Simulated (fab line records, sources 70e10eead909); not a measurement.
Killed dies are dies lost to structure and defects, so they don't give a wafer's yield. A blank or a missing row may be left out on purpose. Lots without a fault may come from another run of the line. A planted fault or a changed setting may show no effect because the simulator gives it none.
A struck lot beside a sound one | flow nand_harc | 15 steps out of a route of 1159
Sound: wafers L263.2, L263.5, L263.6. Struck: wafer L276.2. (L276.5, L276.6 of the same lot were not struck and are left out.) The cause comes at the end.
At each step with rows: each side's tool, then ch and its chambers, then its first start. Under that, the readings that differ: sound wafers | struck wafers | difference of the means | sigmas: that difference in standard deviations of wafers without a fault.
alike: readings whose means differ by less than 2 such deviations, and words and numbers that are the same on both sides. not compared: withheld readings, readings that some wafer has no value for, bounds like >300 that may hide the same value, and numbers for which the record gives no deviation and whose values overlap.
The two part at a step that has a row with sigmas, a row that says differs or no value, or rows on one side only. Numbers that don't overlap but have no deviation are shown without sigmas and don't part them. A reading that every wafer of one side lacks parts them only if that side has two wafers or more.

first, 4 steps without rows for these wafers: NHARC_P_CONTACT_EBR_08; NHARC_P_CONTACT_EXPOSE_09 (exposes mask P CA, target cd 90 nm); NHARC_P_CONTACT_PEB_10 (peb time 65 s); NHARC_P_CONTACT_DEVELOP_11 (develop time 35 s).
NHARC_P_CONTACT_CD_MEAS_12: target cd 90 nm.
  sound on cd_sem-03 ch 0, day 5 11:14; struck on cd_sem-03 ch 0, day 9 03:50
  alike: cd_nm
NHARC_P_CONTACT_OVL_MEAS_13:
  sound on overlay-02, day 5 11:19; struck on overlay-01, day 9 03:55
  alike: overlay_x_nm, overlay_y_nm
NHARC_P_CONTACT_INSPECT_14:
  sound on defect_inspect-02, day 5 11:21; struck on defect_inspect-01, day 9 03:58
  alike: raw_defect_count
NHARC_P_CONTACT_DESCUM_17: chemistry O2, time 3 s.
  sound on rie_diel-06 ch 0,2,3, day 5 11:25; struck on rie_diel-06 ch 2, day 9 04:02
  alike: drypump_motor_current_A, o2_flow_sccm, oes_product_au, rf_vpp_V, showerhead_plenum_p_Torr, throttle_valve_pct
  not compared: rf_hours_counter_h
NHARC_P_CONTACT_ETCH_35: etches the open film in CF4, target depth 39 nm, time 65 s.
  sound on rie_diel-06 ch 0,2, day 5 11:31; struck on rie_diel-06 ch 2, day 9 04:06
  alike: drypump_motor_current_A, oes_product_au, rf_vpp_V, showerhead_plenum_p_Torr, throttle_valve_pct
  not compared: rf_hours_counter_h
NHARC_P_CONTACT_ETCH_36: etches the open film in N2/H2, target depth 260 nm, time 406.25 s.
  sound on rie_diel-06 ch 0,2; struck on rie_diel-06 ch 3
  reading      | sound       | struck | difference | sigmas
  rf_vpp_V (V) | 434 436 434 | 428    | -7         | -2
  alike: drypump_motor_current_A, h2_flow_sccm, oes_product_au, showerhead_plenum_p_Torr, throttle_valve_pct
  not compared: rf_hours_counter_h
NHARC_P_CONTACT_ETCH_18: etches the open film in C4F8/O2/Ar, target depth 481 nm, time 240.5 s.
  sound on rie_diel-06 ch 0,3; struck on rie_diel-06 ch 3
  reading               | sound             | struck | difference | sigmas
  oes_product_au (a.u.) | 0.958 0.961 0.960 | 0.915  | -0.045     | -2
  alike: rf_vpp_V
  not compared: rf_hours_counter_h
then, 1 step without rows for these wafers: NHARC_P_CONTACT_STRIP_37 (strips in C4F8/O2/Ar).
NHARC_P_CONTACT_ETCH_31: etches the open film in CH3F/O2, target depth 30 nm, time 85.7 s.
  sound on rie_diel-06 ch 0,2,3, day 5 12:17; struck on rie_diel-06 ch 0, day 9 04:50
  reading               | sound             | struck | difference | sigmas
  oes_product_au (a.u.) | 0.990 0.988 0.986 | 0.603  | -0.385     | -26
  alike: drypump_motor_current_A, o2_flow_sccm, rf_vpp_V, showerhead_plenum_p_Torr, throttle_valve_pct
  not compared: rf_hours_counter_h
NHARC_P_CONTACT_CD_MEAS_19:
  sound on cd_sem-01, day 5 12:26; struck on cd_sem-02, day 9 04:57
  alike: cd_nm
-- the record jumps here: 15 days lie between the struck wafers' starts before and after (it left off in module P_CONTACT and takes up again in module END, whose first step shown is number 1159 of the route) --
NHARC_END_SORT_01:
  the record has rows for the struck wafers here (prober-02 ch 0, day 23 21:22) and none for the sound ones

WHERE THEY PART
First at NHARC_P_CONTACT_ETCH_36; last, within this record, at NHARC_END_SORT_01.

WHY: what the simulator had put in
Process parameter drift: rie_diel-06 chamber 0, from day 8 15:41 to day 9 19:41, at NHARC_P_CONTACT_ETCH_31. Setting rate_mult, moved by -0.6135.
